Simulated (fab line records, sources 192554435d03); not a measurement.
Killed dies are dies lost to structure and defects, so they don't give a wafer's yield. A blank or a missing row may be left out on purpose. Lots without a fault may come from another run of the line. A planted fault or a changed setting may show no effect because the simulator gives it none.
Which tool did it? | flow n5_finfet | 11 lots, 33 wafers sampled, at 5 steps of a route of 1938

WHAT THE GAUGES READ, wafer by wafer
N5_BEOL_M15_INSPECT_55: inspects for defects (darkfield). Usual: raw_defect_count 78, standard deviation 26.
lot  | measured     | on                | raw_defect_count | flag
L564 | day 12 12:40 | defect_inspect-01 | 77 96 61         |
L565 | day 12 17:05 | defect_inspect-02 | 68 39 65         |
L568 | day 12 21:05 | defect_inspect-01 | 54 78 61         |
L569 | day 12 21:25 | defect_inspect-02 | 84 96 49         |
L571 | day 13 18:32 | defect_inspect-02 | 125 118 94       |
L578 | day 14 21:59 | defect_inspect-02 | 98 62 148        |
L577 | day 15 04:40 | defect_inspect-02 | 70 59 100        |
L582 | day 16 03:07 | defect_inspect-02 | 35 95 74         |
L585 | day 16 15:04 | defect_inspect-01 | 91 131 95        |
L583 | day 17 01:16 | defect_inspect-02 | 73 77 71         |
L584 | day 17 02:47 | defect_inspect-01 | 53 75 75         |

N5_PASSIVATION_CD_MEAS_44: target cd 40000 nm. Usual: cd_nm 39998 nm, standard deviation 2.6.
lot  | measured     | on        | cd_nm (nm)        | flag
L564 | day 13 00:10 | cd_sem-01 | 40001 39995 40000 |
L565 | day 13 05:31 | cd_sem-02 | 39993 39995 39994 |
L568 | day 13 08:28 | cd_sem-01 | 39999 40000 40000 |
L569 | day 13 09:15 | cd_sem-03 | 40001 40000 39997 |
L571 | day 14 04:38 | cd_sem-02 | 40005 40002 40003 |
L578 | day 15 08:50 | cd_sem-01 | 40016 40012 40015 | OFF
L577 | day 15 16:46 | cd_sem-01 | 40019 40010 40017 | OFF
L582 | day 16 16:14 | cd_sem-02 | 39996 39999 39996 |
L585 | day 17 01:35 | cd_sem-01 | 40000 40000 40000 |
L583 | day 17 12:31 | cd_sem-03 | 39995 40000 39998 |
L584 | day 17 13:56 | cd_sem-01 | 39999 39996 40002 |

WHICH TOOL RAN EACH LOT (tool, then ch and the chambers of the sampled wafers, then the start)
lot  | N5_MIM_BOT_DEGAS_01          | N5_MIM_BOT_ETCH_ETCH_03           | N5_PASSIVATION_EXPOSE_41
L564 | pvd_sputter-01, day 12 15:05 | rie_metal-03 ch 0,1, day 12 17:37 | krf_scanner-02 ch 0, day 12 23:59
L565 | pvd_sputter-02, day 12 19:13 | rie_metal-01 ch 0,1, day 12 22:05 | krf_scanner-01 ch 0, day 13 05:20
L568 | pvd_sputter-03, day 12 22:26 | rie_metal-02 ch 0,1, day 13 01:54 | krf_scanner-01 ch 0, day 13 08:18
L569 | pvd_sputter-02, day 13 00:23 | rie_metal-01 ch 0,1, day 13 03:47 | krf_scanner-02 ch 0, day 13 09:05
L571 | pvd_sputter-02, day 13 20:06 | rie_metal-02 ch 0,1, day 13 23:55 | krf_scanner-02 ch 0, day 14 04:27
L578 | pvd_sputter-03, day 15 00:01 | rie_metal-03 ch 0,1, day 15 03:20 | krf_scanner-02 ch 0, day 15 08:41
L577 | pvd_sputter-03, day 15 06:01 | rie_metal-03 ch 0, day 15 09:37   | krf_scanner-02 ch 0, day 15 16:36
L582 | pvd_sputter-02, day 16 06:36 | rie_metal-02 ch 0,1, day 16 09:02 | krf_scanner-01 ch 0, day 16 16:04
L585 | pvd_sputter-03, day 16 16:47 | rie_metal-02 ch 0, day 16 19:22   | krf_scanner-01 ch 0, day 17 01:25
L583 | pvd_sputter-01, day 17 02:38 | rie_metal-03 ch 0,1, day 17 06:13 | krf_scanner-01 ch 0, day 17 12:20
L584 | pvd_sputter-02, day 17 04:53 | rie_metal-02 ch 0,1, day 17 07:09 | krf_scanner-01 ch 0, day 17 13:46
- N5_MIM_BOT_DEGAS_01: time 60 s.
- N5_MIM_BOT_ETCH_ETCH_03: etches the open film in Cl2/BCl3, target depth 12 nm.
- N5_PASSIVATION_EXPOSE_41: exposes mask PASS OPEN, defocus 0 nm, target cd 40000 nm.

WHAT THE TOOLS THEMSELVES READ (means of the sampled wafers that have a number; where no wafer has one, the mark that the record gives instead)
N5_MIM_BOT_DEGAS_01. Usual: heater_power_w 487 W, standard deviation 52.
lot  | tool           | heater_power_w (W) | flag
L564 | pvd_sputter-01 | 443                |
L565 | pvd_sputter-02 | 505                |
L568 | pvd_sputter-03 | 534                |
L569 | pvd_sputter-02 | 468                |
L571 | pvd_sputter-02 | 471                |
L578 | pvd_sputter-03 | 518                |
L577 | pvd_sputter-03 | 503                |
L582 | pvd_sputter-02 | 519                |
L585 | pvd_sputter-03 | 498                |
L583 | pvd_sputter-01 | 440                |
L584 | pvd_sputter-02 | 496                |

N5_MIM_BOT_ETCH_ETCH_03. Usual: drypump_motor_current_A 5.7 A, standard deviation 0.39; oes_product_au 0.75 a.u., standard deviation 0.07; throttle_valve_pct 27.49 %, standard deviation 0.13.
lot  | tool         | drypump_motor_current_A (A) | oes_product_au (a.u.) | throttle_valve_pct (%) | flag
L564 | rie_metal-03 | 5.5                         | 0.73                  | 27.49                  |
L565 | rie_metal-01 | 6.3                         | 0.77                  | 27.50                  |
L568 | rie_metal-02 | 5.7                         | 0.80                  | 27.42                  |
L569 | rie_metal-01 | 6.1                         | 0.73                  | 27.44                  |
L571 | rie_metal-02 | 5.6                         | 0.74                  | 27.55                  |
L578 | rie_metal-03 | 5.5                         | 0.73                  | 27.48                  |
L577 | rie_metal-03 | 5.2                         | 0.81                  | 27.48                  |
L582 | rie_metal-02 | 5.8                         | 0.78                  | 27.43                  |
L585 | rie_metal-02 | 5.9                         | 0.83                  | 27.32                  |
L583 | rie_metal-03 | 5.4                         | 0.75                  | 27.48                  |
L584 | rie_metal-02 | 5.6                         | 0.72                  | 27.57                  |

N5_PASSIVATION_EXPOSE_41. Usual: exposure_dose_mJ_cm2 57.24, standard deviation 0.061.
lot  | tool           | exposure_dose_mJ_cm2 | flag
L564 | krf_scanner-02 | 57.30                |
L565 | krf_scanner-01 | 57.25                |
L568 | krf_scanner-01 | 57.26                |
L569 | krf_scanner-02 | 57.19                |
L571 | krf_scanner-02 | 57.12                |
L578 | krf_scanner-02 | 59.62                | OFF
L577 | krf_scanner-02 | 59.67                | OFF
L582 | krf_scanner-01 | 57.28                |
L585 | krf_scanner-01 | 57.18                |
L583 | krf_scanner-01 | 57.33                |
L584 | krf_scanner-01 | 57.26                |

THE ANSWER, worked out from the rows above alone
Rule: a lot is off if the mean of its wafers that have a number lies more than 3 standard deviations from the usual mean. A lot without any number at a reading at which 4 lots or more have one is off too. The other lots that the step has rows for count as sound. The gauges are gone through in route order, then the tools' own readings, and for those a lot's mean is taken as printed above. The first step at which some lot is off is used, and at that step the reading that is off furthest; a lot without a number counts as furthest.
Off: L578, L577, at N5_PASSIVATION_CD_MEAS_44 (cd_nm).
A tool fits if, at a process step before that reading, it ran every lot that is off, and no sound lot after the first of them. The gauges at N5_PASSIVATION_CD_MEAS_44 aren't tried: what is off there is off at N5_PASSIVATION_EXPOSE_41 too, on other tools, and a gauge's error can't cause that. One fits: krf_scanner-02 at N5_PASSIVATION_EXPOSE_41. Its last sound lot is L571 (day 14 04:27), its first lot that is off L578 (day 15 08:41): a fault that began between those two fits.
The tool's own readings at N5_PASSIVATION_EXPOSE_41 bear it out: on the lots that are off they differ by more than 5 times the standard deviation of the sound lots' means. exposure_dose_mJ_cm2 reads 59.64 there against 57.24 on the sound lots.

WHAT THE SIMULATOR HAD PUT IN
Process parameter drift: krf_scanner-02, from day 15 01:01 on, at N5_PASSIVATION_EXPOSE_41. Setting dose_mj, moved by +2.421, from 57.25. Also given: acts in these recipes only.
Lots struck among those shown: L578, L577. The rule above found the same.
